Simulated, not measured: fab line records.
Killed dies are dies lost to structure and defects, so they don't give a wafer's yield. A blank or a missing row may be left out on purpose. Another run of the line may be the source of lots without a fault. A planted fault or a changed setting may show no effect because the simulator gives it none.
Matching of chambers	flow n5-finfet	cmp-02 running N5_BEOL_M15_CMP_49: 4 sister chambers
The step polishes, stops on SiO2, t overpolish 4.9 s, target thk 850 nm. 18 wafers are shown with their chamber, then 9 later ones without.

WAFERS, EACH WITH ITS CHAMBER
wafer	chamber	motor-current-A (A)	barrier-field-endpoint-s (s)	slurry-filter-dp-kPa (kPa)
L076.2	1	8.2	11.5	13.63
L076.3	2	6.7	11.4	13.52
L076.4	3	8.9	11.4	13.70
L075.3	1	7.9	11.0	13.29
L075.4	3	8.8	11.3	13.67
L075.5	0	10.3	10.7	13.47
L077.3	1	8.3	10.6	13.46
L077.4	2	6.8	11.1	13.48
L077.5	1	8.0	10.9	13.62
L078.1	2	6.8	11.5	13.44
L078.2	3	8.9	11.2	13.39
L078.4	0	9.8	11.0	13.35
L086.1	1	8.5	11.0	13.32
L086.2	0	10.2	10.5	13.47
L086.6	2	6.9	11.5	13.47
L089.3	0	10.3	10.9	13.35
L089.5	3	8.5	11.4	13.54
L089.6	0	10.0	10.9	13.46

SIGNATURES (averages over the wafers above)
reading	chamber 0	chamber 1	chamber 2	chamber 3	scatter within a chamber
motor-current-A	10.120	8.180	6.800	8.775	0.197
barrier-field-endpoint-s	10.800	11.000	11.375	11.325	0.226
slurry-filter-dp-kPa	13.4200	13.4640	13.4775	13.5750	0.114
Rule: a wafer lies at a distance from a chamber equal to the root of the sum of squares, over the readings, of (its reading less the chamber's mean, divided by the reading's scatter). The wafer belongs to the nearest chamber; if the next one is less than 2 further off, it can't be placed. The scatter: take each reading less its chamber's mean, square it, sum over the shown wafers, divide by the number of wafers less the number of chambers, and take the root.

WAFERS WHOSE CHAMBER IS MISSING
wafer	motor-current-A (A)	barrier-field-endpoint-s (s)	slurry-filter-dp-kPa (kPa)
L088.1	8.5	11.2	13.61
L088.2	7.1	12.1	13.80
L088.5	9.1	11.7	13.61
L091.2	6.8	12.0	13.59
L091.3	10.2	11.6	13.68
L091.5	8.0	11.7	13.27
L095.1	8.1	11.2	13.38
L095.5	8.4	11.2	13.47
L095.6	10.2	11.2	13.41

CHAMBER TAKEN BY EACH
wafer	from the rows above	in truth
L088.1	can't be placed: 3 or 1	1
L088.2	2	2
L088.5	3	3
L091.2	2	2
L091.3	0	0
L091.5	can't be placed: 1 or 3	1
L095.1	1	1
L095.5	can't be placed: 1 or 3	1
L095.6	0	0
Correctly placed: 6 of 9. Cannot be placed on the basis of these rows: 3; the candidates contain the true chamber in 3. 0 placed wrongly.
